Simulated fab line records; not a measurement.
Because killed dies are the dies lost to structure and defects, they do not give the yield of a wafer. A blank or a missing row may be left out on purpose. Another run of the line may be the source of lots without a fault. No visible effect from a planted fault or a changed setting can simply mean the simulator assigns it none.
Which tool did it?	flow n5 finfet	Sampling: 24 lots, 72 wafers, 4 of 1938 route steps

## WHAT THE GAUGES READ, wafer by wafer
N5_BEOL_M0_SAQP_INSPECT_16: inspects for defects (brightfield). Usual: raw defect count reads 492 (standard deviation 140).
lot	measured	on	raw defect count	flag
L074	day 5 13:48	defect inspect-02	441 321 410	
L075	day 5 22:53	defect inspect-01	582 563 428	
L076	day 6 00:05	defect inspect-02	346 433 490	
L077	day 6 22:56	defect inspect-02	601 455 787	
L078	day 6 23:05	defect inspect-02	364 476 452	
L079	day 6 23:22	defect inspect-02	362 302 581	
L080	day 7 02:17	defect inspect-02	440 462 329	
L081	day 7 08:48	defect inspect-01	747 688 1141	
L082	day 7 11:07	defect inspect-02	539 430 480	
L083	day 7 18:18	defect inspect-02	673 480 429	
L084	day 7 23:53	defect inspect-01	403 378 515	
L085	day 8 07:32	defect inspect-01	916 643 722	
L086	day 8 12:14	defect inspect-02	517 563 622	
L087	day 8 21:32	defect inspect-02	383 456 530	
L088	day 9 00:49	defect inspect-01	570 562 513	
L089	day 9 07:00	defect inspect-02	410 287 421	
L090	day 9 11:53	defect inspect-01	436 422 457	
L091	day 9 15:00	defect inspect-02	389 288 311	
L092	day 10 01:29	defect inspect-02	848 516 486	
L093	day 10 05:38	defect inspect-02	546 347 339	
L094	day 10 16:06	defect inspect-01	285 355 458	
L095	day 10 17:35	defect inspect-01	551 561 454	
L096	day 10 23:47	defect inspect-01	441 395 471	
L097	day 11 04:33	defect inspect-01	449 674 478	

N5_BEOL_M0_SAQP_CD_MEAS_40 targets a cd of 30 nm. Usual: cd nm reads 30.01 nm (standard deviation 0.25).
lot	measured	on	cd nm (nm)	flag
L074	day 5 17:55	cd sem-02	30.19 30.84 30.19	
L075	day 6 03:02	cd sem-02	29.98 29.76 30.24	
L076	day 6 04:06	cd sem-01	30.40 30.29 30.06	
L077	day 7 04:50	cd sem-03	30.22 30.17 29.99	
L078	day 7 05:16	cd sem-03	29.70 29.96 30.18	
L079	day 7 05:48	cd sem-02	29.75 29.73 30.02	
L080	day 7 08:04	cd sem-01	30.40 30.07 29.72	
L081	day 7 14:18	cd sem-03	29.81 29.87 29.95	
L082	day 7 15:01	cd sem-03	30.03 30.02 30.25	
L083	day 7 22:50	cd sem-02	30.05 29.93 30.20	
L084	day 8 03:40	cd sem-02	29.83 30.38 29.55	
L085	day 8 13:08	cd sem-02	29.79 29.59 30.05	
L086	day 8 17:15	cd sem-03	30.11 29.81 29.81	
L087	day 9 03:07	cd sem-02	30.14 30.18 30.05	
L088	day 9 05:26	cd sem-03	29.69 29.66 29.65	
L089	day 9 10:47	cd sem-03	29.98 30.26 29.87	
L090	day 9 16:05	cd sem-03	29.97 29.92 29.76	
L091	day 9 20:09	cd sem-01	30.19 29.87 30.35	
L092	day 10 05:25	cd sem-02	29.78 29.76 29.92	
L093	day 10 11:33	cd sem-01	30.58 29.97 29.83	
L094	day 10 20:23	cd sem-02	29.60 29.71 29.75	
L095	day 10 22:23	cd sem-02	29.94 29.91 29.82	
L096	day 11 04:13	cd sem-03	30.21 30.34 29.92	
L097	day 11 08:32	cd sem-03	29.95 29.99 30.34	

## EACH LOT AND THE TOOL THAT RAN IT (in order: tool; ch and the chambers of the sampled wafers; start)
lot	N5_BEOL_M0_SAQP_RECESS_114	N5_BEOL_M0_SAQP_ETCH_107
L074	vapor etch-02 ch 0,1, day 5 14:20	rie diel-02 ch 1,2, day 5 16:25
L075	vapor etch-01 ch 0, day 5 23:39	rie diel-04 ch 1,2,3, day 6 01:33
L076	vapor etch-01 ch 0,1, day 6 00:37	rie diel-01 ch 0,1,2, day 6 02:48
L077	vapor etch-02 ch 0,1, day 6 23:29	rie diel-04 ch 0,1, day 7 02:27
L078	vapor etch-02 ch 0,1, day 7 00:12	rie diel-02 ch 1,2,3, day 7 03:10
L079	vapor etch-02 ch 0,1, day 7 00:34	rie diel-02 ch 0,2,3, day 7 03:32
L080	vapor etch-02 ch 0,1, day 7 03:23	rie diel-02 ch 0,1,2, day 7 05:19
L081	vapor etch-02 ch 0,1, day 7 09:28	rie diel-04 ch 0,1,3, day 7 12:47
L082	vapor etch-01 ch 0,1, day 7 11:40	rie diel-04 ch 0,1,2, day 7 13:35
L083	vapor etch-02 ch 0,1, day 7 19:08	rie diel-02 ch 0,1,3, day 7 21:08
L084	vapor etch-02 ch 0,1, day 8 00:25	rie diel-02 ch 0,2,3, day 8 02:15
L085	vapor etch-01 ch 0,1, day 8 08:05	rie diel-02 ch 0,1,3, day 8 10:16
L086	vapor etch-02 ch 0,1, day 8 12:49	rie diel-02 ch 1,2,3, day 8 15:57
L087	vapor etch-02 ch 0,1, day 8 22:18	rie diel-02 ch 1,2,3, day 9 01:02
L088	vapor etch-02 ch 0,1, day 9 01:35	rie diel-04 ch 2,3, day 9 04:00
L089	vapor etch-02 ch 0,1, day 9 07:32	rie diel-04 ch 1,2,3, day 9 09:22
L090	vapor etch-02 ch 0,1, day 9 12:26	rie diel-02 ch 1,2,3, day 9 14:16
L091	vapor etch-02 ch 0,1, day 9 15:34	rie diel-02 ch 0,3, day 9 18:44
L092	vapor etch-02 ch 0,1, day 10 02:02	rie diel-01 ch 1,2,3, day 10 03:51
L093	vapor etch-01 ch 0,1, day 10 06:38	rie diel-02 ch 0,3, day 10 10:00
L094	vapor etch-02 ch 0,1, day 10 16:46	rie diel-04 ch 0,1,2, day 10 18:28
L095	vapor etch-02 ch 0,1, day 10 18:41	rie diel-04 ch 0,1,2, day 10 20:55
L096	vapor etch-01 ch 0,1, day 11 00:20	rie diel-04 ch 0,2, day 11 02:23
L097	vapor etch-01 ch 0,1, day 11 05:05	rie diel-04 ch 0,1,3, day 11 07:14
- N5_BEOL_M0_SAQP_RECESS_114: chemistry HF/NH3, target SiO2, target depth 14.4 nm, afs cycles 3, sublimation time 60 s.
- N5_BEOL_M0_SAQP_ETCH_107: etches SiNx in CH3F/O2, target depth 30 nm.

## AS READ BY THE TOOLS THEMSELVES (means over the sampled wafers that have a number; for cases with no such wafer, the mark the record gives instead)
N5_BEOL_M0_SAQP_RECESS_114. Usual: drypump motor current A reads 5.5 A (standard deviation 0.38).
lot	tool	drypump motor current A (A)	flag
L074	vapor etch-02	5.2	
L075	vapor etch-01	5.9	
L076	vapor etch-01	6.1	
L077	vapor etch-02	5.2	
L078	vapor etch-02	5.2	
L079	vapor etch-02	5.2	
L080	vapor etch-02	5.3	
L081	vapor etch-02	5.3	
L082	vapor etch-01	6.1	
L083	vapor etch-02	5.3	
L084	vapor etch-02	5.2	
L085	vapor etch-01	6.1	
L086	vapor etch-02	5.2	
L087	vapor etch-02	5.2	
L088	vapor etch-02	5.3	
L089	vapor etch-02	5.3	
L090	vapor etch-02	5.3	
L091	vapor etch-02	5.3	
L092	vapor etch-02	5.2	
L093	vapor etch-01	6.1	
L094	vapor etch-02	5.3	
L095	vapor etch-02	5.3	
L096	vapor etch-01	6.1	
L097	vapor etch-01	6.1	

N5_BEOL_M0_SAQP_ETCH_107. Usual: bias w 73.02 W, standard deviation 0.25; drypump motor current A 5.4 A, standard deviation 0.53; oes product au 0.80 a.u., standard deviation 0.11; rf vpp V 295 V, standard deviation 4.7; showerhead plenum p Torr 2.02 Torr, standard deviation 0.074; throttle valve pct 16.30 %, standard deviation 0.23.
lot	tool	bias w (W)	drypump motor current A (A)	oes product au (a.u.)	rf vpp V (V)	showerhead plenum p Torr (Torr)	throttle valve pct (%)	flag
L074	rie diel-02	73.03	5.4	0.75	297	2.07	16.42	
L075	rie diel-04	73.14	5.2	0.79	297	2.03	16.38	
L076	rie diel-01	73.03	5.6	0.76	297	2.03	16.37	
L077	rie diel-04	73.00	5.2	0.79	296	2.02	16.26	
L078	rie diel-02	73.25	5.2	0.79	297	2.02	16.39	
L079	rie diel-02	72.86	5.5	0.76	295	2.00	16.30	
L080	rie diel-02	72.93	5.7	0.71	296	2.05	16.36	
L081	rie diel-04	73.10	5.5	0.78	297	1.96	16.37	
L082	rie diel-04	73.11	5.1	0.86	296	2.05	16.20	
L083	rie diel-02	72.86	5.7	0.77	291	2.03	16.38	
L084	rie diel-02	73.00	5.5	0.75	295	2.00	16.30	
L085	rie diel-02	73.10	5.7	0.76	290	2.03	16.40	
L086	rie diel-02	73.04	5.2	0.77	296	2.01	16.40	
L087	rie diel-02	73.17	5.2	0.77	298	2.01	16.41	
L088	rie diel-04	72.90	5.1	0.83	297	2.05	16.37	
L089	rie diel-04	73.28	5.2	0.86	296	2.02	16.27	
L090	rie diel-02	73.20	5.2	0.76	296	2.01	16.41	
L091	rie diel-02	73.19	5.9	0.93	289	2.02	15.97	
L092	rie diel-01	73.10	5.7	0.79	294	2.00	16.27	
L093	rie diel-02	72.74	6.0	0.90	289	2.02	15.98	
L094	rie diel-04	73.04	5.1	0.92	296	2.04	16.08	
L095	rie diel-04	73.07	5.1	0.91	298	2.04	16.10	
L096	rie diel-04	72.94	4.9	0.89	297	2.07	16.20	
L097	rie diel-04	72.92	5.5	0.84	296	1.95	16.25	

## THE ANSWER, worked out from the rows above alone
Rule: lot off if the mean of its wafers having a number is beyond 3 standard deviations from the usual mean. A lot without any number at a reading at which 4 lots or more have one is off too. All remaining lots with rows at the step are treated as sound. Order of review: gauges by route order, followed by the tools' own readings, for which a lot's mean as printed above is used. At the first step where some lot is off, the reading lying furthest off is the one used; lots without a number count as furthest.
No lot is off at any reading shown: from this, nothing can be told.

## WHAT THE SIMULATOR HAD PUT IN
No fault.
